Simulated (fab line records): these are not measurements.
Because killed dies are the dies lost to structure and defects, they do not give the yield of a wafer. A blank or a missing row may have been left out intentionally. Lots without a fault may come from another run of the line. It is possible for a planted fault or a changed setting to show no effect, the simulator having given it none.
The tool behind it: which one? :: flow nand harc :: Sampling: 24 lots, 72 wafers, 3 of 1159 route steps

== WHAT THE GAUGES READ, wafer by wafer ==
NHARC_A_SLIT_OVL_MEAS_10. Usual: overlay x nm -0.2 nm, standard deviation 0.84; overlay y nm 0.0 nm, standard deviation 0.93.
lot: L074
measured: day 14 08:30
on: overlay-02
overlay x nm (nm): 0.2 0.0 -0.2
overlay y nm (nm): 0.4 0.7 0.1
flag: 

lot: L075
measured: day 14 11:09
on: overlay-02
overlay x nm (nm): 0.9 1.4 1.2
overlay y nm (nm): -1.5 -1.8 -1.7
flag: 

lot: L076
measured: day 14 11:18
on: overlay-02
overlay x nm (nm): 0.5 0.0 0.9
overlay y nm (nm): -0.2 0.0 0.2
flag: 

lot: L077
measured: day 14 10:59
on: overlay-02
overlay x nm (nm): 1.5 0.8 0.6
overlay y nm (nm): -0.8 -1.0 -1.4
flag: 

lot: L079
measured: day 15 11:27
on: overlay-02
overlay x nm (nm): -1.8 -1.3 -1.4
overlay y nm (nm): 0.6 0.3 1.3
flag: 

lot: L078
measured: day 15 12:10
on: overlay-01
overlay x nm (nm): -0.1 -0.5 0.0
overlay y nm (nm): -0.2 0.5 0.8
flag: 

lot: L080
measured: day 15 11:17
on: overlay-02
overlay x nm (nm): -0.6 -0.1 -0.9
overlay y nm (nm): 0.2 0.2 0.1
flag: 

lot: L081
measured: day 15 16:32
on: overlay-01
overlay x nm (nm): -1.4 -1.0 -1.4
overlay y nm (nm): -0.9 -0.6 -0.8
flag: 

lot: L082
measured: day 16 10:26
on: overlay-01
overlay x nm (nm): 0.6 0.7 0.1
overlay y nm (nm): -1.3 -1.0 -0.9
flag: 

lot: L083
measured: day 16 11:35
on: overlay-01
overlay x nm (nm): -1.1 -0.8 -0.9
overlay y nm (nm): -0.5 -1.0 -0.6
flag: 

lot: L086
measured: day 17 04:46
on: overlay-02
overlay x nm (nm): 0.4 0.2 0.2
overlay y nm (nm): 0.6 0.8 0.7
flag: 

lot: L087
measured: day 17 05:11
on: overlay-02
overlay x nm (nm): -0.3 0.2 0.5
overlay y nm (nm): 0.4 0.2 0.7
flag: 

lot: L084
measured: day 17 05:02
on: overlay-01
overlay x nm (nm): -1.1 -1.2 -0.9
overlay y nm (nm): -1.3 -1.5 -1.3
flag: 

lot: L085
measured: day 17 08:54
on: overlay-02
overlay x nm (nm): -0.9 -0.9 -1.4
overlay y nm (nm): 1.2 1.0 0.9
flag: 

lot: L089
measured: day 18 09:14
on: overlay-02
overlay x nm (nm): -0.3 -0.3 -0.2
overlay y nm (nm): -0.9 -0.7 -0.8
flag: 

lot: L088
measured: day 18 09:53
on: overlay-01
overlay x nm (nm): -0.2 -0.8 -1.0
overlay y nm (nm): 0.7 0.6 0.8
flag: 

lot: L093
measured: day 18 15:44
on: overlay-01
overlay x nm (nm): 0.2 0.1 0.6
overlay y nm (nm): 2.0 1.0 1.7
flag: 

lot: L092
measured: day 18 16:31
on: overlay-01
overlay x nm (nm): 0.2 0.0 -0.1
overlay y nm (nm): 0.1 0.6 0.1
flag: 

lot: L090
measured: day 18 15:53
on: overlay-02
overlay x nm (nm): -1.5 -0.6 -1.1
overlay y nm (nm): 1.2 1.1 0.9
flag: 

lot: L091
measured: day 18 19:03
on: overlay-02
overlay x nm (nm): -1.0 -1.1 -2.0
overlay y nm (nm): -0.4 -0.4 -0.4
flag: 

lot: L094
measured: day 19 09:49
on: overlay-02
overlay x nm (nm): 0.5 0.2 0.5
overlay y nm (nm): 1.0 0.8 1.2
flag: 

lot: L096
measured: day 19 23:59
on: overlay-02
overlay x nm (nm): -0.8 -0.9 -1.2
overlay y nm (nm): -0.8 -0.9 -0.8
flag: 

lot: L095
measured: day 19 23:48
on: overlay-02
overlay x nm (nm): 0.3 0.1 0.3
overlay y nm (nm): -0.3 0.2 0.0
flag: 

lot: L097
measured: day 20 05:47
on: overlay-01
overlay x nm (nm): 1.5 1.5 1.0
overlay y nm (nm): 1.2 0.7 0.5
flag: 

== TOOL THAT RAN EACH LOT (tool first, then ch and the chambers of the sampled wafers, then the start) ==
lot: L074
NHARC_A_STAIRCASE_STRIP_475: rie diel-11 ch 1,2,3, day 14 07:44 or earlier
NHARC_A_SLIT_DEP_23: pecvd-02 ch 0,1,2, day 14 07:44

lot: L075
NHARC_A_STAIRCASE_STRIP_475: rie diel-07 ch 1,2,3, day 14 10:23 or earlier
NHARC_A_SLIT_DEP_23: pecvd-04 ch 0,1,2, day 14 10:23

lot: L076
NHARC_A_STAIRCASE_STRIP_475: rie diel-11 ch 0,1,2, day 14 10:31 or earlier
NHARC_A_SLIT_DEP_23: pecvd-02 ch 0,1,2, day 14 10:31

lot: L077
NHARC_A_STAIRCASE_STRIP_475: rie diel-03 ch 0,1,3, day 14 02:29
NHARC_A_SLIT_DEP_23: pecvd-02 ch 0,2, day 14 10:20

lot: L079
NHARC_A_STAIRCASE_STRIP_475: rie diel-11 ch 1,2,3, day 15 10:38 or earlier
NHARC_A_SLIT_DEP_23: pecvd-04 ch 0,2, day 15 10:38

lot: L078
NHARC_A_STAIRCASE_STRIP_475: rie diel-03 ch 0,3, day 15 11:22 or earlier
NHARC_A_SLIT_DEP_23: pecvd-04 ch 0, day 15 11:22

lot: L080
NHARC_A_STAIRCASE_STRIP_475: rie diel-07 ch 0,1,3, day 15 10:39 or earlier
NHARC_A_SLIT_DEP_23: pecvd-01 ch 0,2, day 15 10:39

lot: L081
NHARC_A_STAIRCASE_STRIP_475: rie diel-11 ch 0,1,2, day 15 15:49 or earlier
NHARC_A_SLIT_DEP_23: pecvd-02 ch 1,2, day 15 15:49

lot: L082
NHARC_A_STAIRCASE_STRIP_475: rie diel-03 ch 0,2,3, day 16 09:40 or earlier
NHARC_A_SLIT_DEP_23: pecvd-02 ch 0,1, day 16 09:40

lot: L083
NHARC_A_STAIRCASE_STRIP_475: rie diel-03 ch 1,2,3, day 16 10:49 or earlier
NHARC_A_SLIT_DEP_23: pecvd-04 ch 0,1,2, day 16 10:49

lot: L086
NHARC_A_STAIRCASE_STRIP_475: rie diel-11 ch 1,2,3, day 17 04:07 or earlier
NHARC_A_SLIT_DEP_23: pecvd-02 ch 0,1,2, day 17 04:07

lot: L087
NHARC_A_STAIRCASE_STRIP_475: rie diel-11 ch 0,2,3, day 17 04:25 or earlier
NHARC_A_SLIT_DEP_23: pecvd-02 ch 0,1,2, day 17 04:25

lot: L084
NHARC_A_STAIRCASE_STRIP_475: rie diel-07 ch 0,2,3, day 17 04:22 or earlier
NHARC_A_SLIT_DEP_23: pecvd-01 ch 0,1,2, day 17 04:22

lot: L085
NHARC_A_STAIRCASE_STRIP_475: rie diel-07 ch 0,1,2, day 17 08:05 or earlier
NHARC_A_SLIT_DEP_23: pecvd-01 ch 0,1, day 17 08:05

lot: L089
NHARC_A_STAIRCASE_STRIP_475: rie diel-11 ch 1,3, day 18 08:30 or earlier
NHARC_A_SLIT_DEP_23: pecvd-01 ch 0,2, day 18 08:30

lot: L088
NHARC_A_STAIRCASE_STRIP_475: rie diel-03 ch 2,3, day 17 20:28
NHARC_A_SLIT_DEP_23: pecvd-01 ch 0,2, day 18 09:17

lot: L093
NHARC_A_STAIRCASE_STRIP_475: rie diel-11 ch 0,1,3, day 18 14:59 or earlier
NHARC_A_SLIT_DEP_23: pecvd-02 ch 0,1,2, day 18 14:59

lot: L092
NHARC_A_STAIRCASE_STRIP_475: rie diel-11 ch 0,1,2, day 18 15:46 or earlier
NHARC_A_SLIT_DEP_23: pecvd-04 ch 0,1,2, day 18 15:46

lot: L090
NHARC_A_STAIRCASE_STRIP_475: rie diel-03 ch 0,2,3, day 18 05:26
NHARC_A_SLIT_DEP_23: pecvd-04 ch 1,2, day 18 15:08

lot: L091
NHARC_A_STAIRCASE_STRIP_475: rie diel-03 ch 0,3, day 18 06:58
NHARC_A_SLIT_DEP_23: pecvd-02 ch 1,2, day 18 18:25

lot: L094
NHARC_A_STAIRCASE_STRIP_475: rie diel-07 ch 1,2,3, day 19 09:01 or earlier
NHARC_A_SLIT_DEP_23: pecvd-01 ch 0,1, day 19 09:01

lot: L096
NHARC_A_STAIRCASE_STRIP_475: rie diel-03 ch 1,2, day 19 23:14 or earlier
NHARC_A_SLIT_DEP_23: pecvd-02 ch 0,2, day 19 23:14

lot: L095
NHARC_A_STAIRCASE_STRIP_475: rie diel-11 ch 0,1, day 19 23:10 or earlier
NHARC_A_SLIT_DEP_23: pecvd-04 ch 1,2, day 19 23:10

lot: L097
NHARC_A_STAIRCASE_STRIP_475: rie diel-07 ch 0,2,3, day 20 05:01 or earlier
NHARC_A_SLIT_DEP_23: pecvd-02 ch 0,1,2, day 20 05:01
- NHARC_A_STAIRCASE_STRIP_475: strips in O2, time 20 s.
- NHARC_A_SLIT_DEP_23: deposits SiON, target thk 100 nm.

== AS READ BY THE TOOLS THEMSELVES (means over the sampled wafers that have a number; for cases with no such wafer, the mark the record gives instead) ==
NHARC_A_STAIRCASE_STRIP_475. Usual: drypump motor current A 5.8 A, standard deviation 0.55; oes product au 1.001 a.u., standard deviation 0.012; rf vpp V 57.7 V, standard deviation 0.9; showerhead plenum p Torr 3.51 Torr, standard deviation 0.11; throttle valve pct 17.038 %, standard deviation 0.01.
lot: L074
tool: rie diel-11
drypump motor current A (A): 5.8
oes product au (a.u.): 1.004
rf vpp V (V): 57.1
showerhead plenum p Torr (Torr): 3.45
throttle valve pct (%): 17.025
flag: 

lot: L075
tool: rie diel-07
drypump motor current A (A): 6.0
oes product au (a.u.): 1.008
rf vpp V (V): 58.2
showerhead plenum p Torr (Torr): 3.50
throttle valve pct (%): 17.028
flag: 

lot: L076
tool: rie diel-11
drypump motor current A (A): 6.1
oes product au (a.u.): 0.995
rf vpp V (V): 57.6
showerhead plenum p Torr (Torr): 3.47
throttle valve pct (%): 17.043
flag: 

lot: L077
tool: rie diel-03
drypump motor current A (A): 5.8
oes product au (a.u.): 1.009
rf vpp V (V): 58.6
showerhead plenum p Torr (Torr): 3.59
throttle valve pct (%): 17.042
flag: 

lot: L079
tool: rie diel-11
drypump motor current A (A): 5.8
oes product au (a.u.): 0.995
rf vpp V (V): 57.6
showerhead plenum p Torr (Torr): 3.45
throttle valve pct (%): 17.036
flag: 

lot: L078
tool: rie diel-03
drypump motor current A (A): 6.0
oes product au (a.u.): 1.015
rf vpp V (V): 57.5
showerhead plenum p Torr (Torr): 3.60
throttle valve pct (%): 17.047
flag: 

lot: L080
tool: rie diel-07
drypump motor current A (A): 5.7
oes product au (a.u.): 0.999
rf vpp V (V): 58.0
showerhead plenum p Torr (Torr): 3.55
throttle valve pct (%): 17.049
flag: 

lot: L081
tool: rie diel-11
drypump motor current A (A): 6.0
oes product au (a.u.): 1.001
rf vpp V (V): 57.9
showerhead plenum p Torr (Torr): 3.47
throttle valve pct (%): 17.049
flag: 

lot: L082
tool: rie diel-03
drypump motor current A (A): 6.0
oes product au (a.u.): 1.009
rf vpp V (V): 57.4
showerhead plenum p Torr (Torr): 3.61
throttle valve pct (%): 17.043
flag: 

lot: L083
tool: rie diel-03
drypump motor current A (A): 5.8
oes product au (a.u.): 0.998
rf vpp V (V): 57.0
showerhead plenum p Torr (Torr): 3.59
throttle valve pct (%): 17.028
flag: 

lot: L086
tool: rie diel-11
drypump motor current A (A): 5.8
oes product au (a.u.): 0.996
rf vpp V (V): 57.8
showerhead plenum p Torr (Torr): 3.44
throttle valve pct (%): 17.041
flag: 

lot: L087
tool: rie diel-11
drypump motor current A (A): 5.7
oes product au (a.u.): 0.996
rf vpp V (V): 57.9
showerhead plenum p Torr (Torr): 3.39
throttle valve pct (%): 17.030
flag: 

lot: L084
tool: rie diel-07
drypump motor current A (A): 5.5
oes product au (a.u.): 1.007
rf vpp V (V): 58.0
showerhead plenum p Torr (Torr): 3.52
throttle valve pct (%): 17.038
flag: 

lot: L085
tool: rie diel-07
drypump motor current A (A): 6.1
oes product au (a.u.): 1.018
rf vpp V (V): 57.2
showerhead plenum p Torr (Torr): 3.50
throttle valve pct (%): 17.037
flag: 

lot: L089
tool: rie diel-11
drypump motor current A (A): 5.7
oes product au (a.u.): 0.995
rf vpp V (V): 58.8
showerhead plenum p Torr (Torr): 3.45
throttle valve pct (%): 17.031
flag: 

lot: L088
tool: rie diel-03
drypump motor current A (A): 6.0
oes product au (a.u.): 1.007
rf vpp V (V): 58.4
showerhead plenum p Torr (Torr): 3.62
throttle valve pct (%): 17.039
flag: 

lot: L093
tool: rie diel-11
drypump motor current A (A): 6.0
oes product au (a.u.): 0.992
rf vpp V (V): 57.7
showerhead plenum p Torr (Torr): 3.48
throttle valve pct (%): 17.041
flag: 

lot: L092
tool: rie diel-11
drypump motor current A (A): 6.1
oes product au (a.u.): 0.990
rf vpp V (V): 57.1
showerhead plenum p Torr (Torr): 3.45
throttle valve pct (%): 17.037
flag: 

lot: L090
tool: rie diel-03
drypump motor current A (A): 6.0
oes product au (a.u.): 1.001
rf vpp V (V): 57.6
showerhead plenum p Torr (Torr): 3.60
throttle valve pct (%): 17.043
flag: 

lot: L091
tool: rie diel-03
drypump motor current A (A): 6.0
oes product au (a.u.): 0.999
rf vpp V (V): 57.9
showerhead plenum p Torr (Torr): 3.58
throttle valve pct (%): 17.039
flag: 

lot: L094
tool: rie diel-07
drypump motor current A (A): 5.9
oes product au (a.u.): 0.990
rf vpp V (V): 57.5
showerhead plenum p Torr (Torr): 3.48
throttle valve pct (%): 17.026
flag: 

lot: L096
tool: rie diel-03
drypump motor current A (A): 5.2
oes product au (a.u.): 1.014
rf vpp V (V): 59.1
showerhead plenum p Torr (Torr): 3.63
throttle valve pct (%): 17.032
flag: 

lot: L095
tool: rie diel-11
drypump motor current A (A): 6.3
oes product au (a.u.): 0.992
rf vpp V (V): 57.8
showerhead plenum p Torr (Torr): 3.54
throttle valve pct (%): 17.036
flag: 

lot: L097
tool: rie diel-07
drypump motor current A (A): 5.5
oes product au (a.u.): 1.003
rf vpp V (V): 57.7
showerhead plenum p Torr (Torr): 3.51
throttle valve pct (%): 17.036
flag: 

NHARC_A_SLIT_DEP_23. Usual: chamber pressure Torr 3.500 Torr, standard deviation 0.0076; heater power w 744 W, standard deviation 89.
lot: L074
tool: pecvd-02
chamber pressure Torr (Torr): 3.497
heater power w (W): 795
flag: 

lot: L075
tool: pecvd-04
chamber pressure Torr (Torr): 3.503
heater power w (W): 761
flag: 

lot: L076
tool: pecvd-02
chamber pressure Torr (Torr): 3.497
heater power w (W): 769
flag: 

lot: L077
tool: pecvd-02
chamber pressure Torr (Torr): 3.504
heater power w (W): 802
flag: 

lot: L079
tool: pecvd-04
chamber pressure Torr (Torr): 3.500
heater power w (W): 823
flag: 

lot: L078
tool: pecvd-04
chamber pressure Torr (Torr): 3.491
heater power w (W): 686
flag: 

lot: L080
tool: pecvd-01
chamber pressure Torr (Torr): 3.500
heater power w (W): 730
flag: 

lot: L081
tool: pecvd-02
chamber pressure Torr (Torr): 3.492
heater power w (W): 741
flag: 

lot: L082
tool: pecvd-02
chamber pressure Torr (Torr): 3.496
heater power w (W): 610
flag: 

lot: L083
tool: pecvd-04
chamber pressure Torr (Torr): 3.499
heater power w (W): 748
flag: 

lot: L086
tool: pecvd-02
chamber pressure Torr (Torr): 3.503
heater power w (W): 691
flag: 

lot: L087
tool: pecvd-02
chamber pressure Torr (Torr): 3.509
heater power w (W): 745
flag: 

lot: L084
tool: pecvd-01
chamber pressure Torr (Torr): 3.504
heater power w (W): 783
flag: 

lot: L085
tool: pecvd-01
chamber pressure Torr (Torr): 3.507
heater power w (W): 839
flag: 

lot: L089
tool: pecvd-01
chamber pressure Torr (Torr): 3.508
heater power w (W): 797
flag: 

lot: L088
tool: pecvd-01
chamber pressure Torr (Torr): 3.494
heater power w (W): 756
flag: 

lot: L093
tool: pecvd-02
chamber pressure Torr (Torr): 3.506
heater power w (W): 739
flag: 

lot: L092
tool: pecvd-04
chamber pressure Torr (Torr): 3.499
heater power w (W): 642
flag: 

lot: L090
tool: pecvd-04
chamber pressure Torr (Torr): 3.495
heater power w (W): 748
flag: 

lot: L091
tool: pecvd-02
chamber pressure Torr (Torr): 3.505
heater power w (W): 756
flag: 

lot: L094
tool: pecvd-01
chamber pressure Torr (Torr): 3.499
heater power w (W): 810
flag: 

lot: L096
tool: pecvd-02
chamber pressure Torr (Torr): 3.508
heater power w (W): 722
flag: 

lot: L095
tool: pecvd-04
chamber pressure Torr (Torr): 3.504
heater power w (W): 769
flag: 

lot: L097
tool: pecvd-02
chamber pressure Torr (Torr): 3.505
heater power w (W): 707
flag: 

== THE ANSWER, worked out from the rows above alone ==
Rule: lot off if the mean of its wafers having a number is beyond 3 standard deviations from the usual mean. Also off: a lot with no number at a reading for which 4 or more lots have one. Where the step has rows for the other lots, those lots are counted as sound. The gauges are gone through in route order, then the tools' own readings, and for those a lot's mean is taken as printed above. At the first step where some lot is off, the reading lying furthest off is the one used; lots without a number count as furthest.
None of the lots is off at any reading shown; this tells nothing.

== WHAT HAD BEEN PUT IN BY THE SIMULATOR ==
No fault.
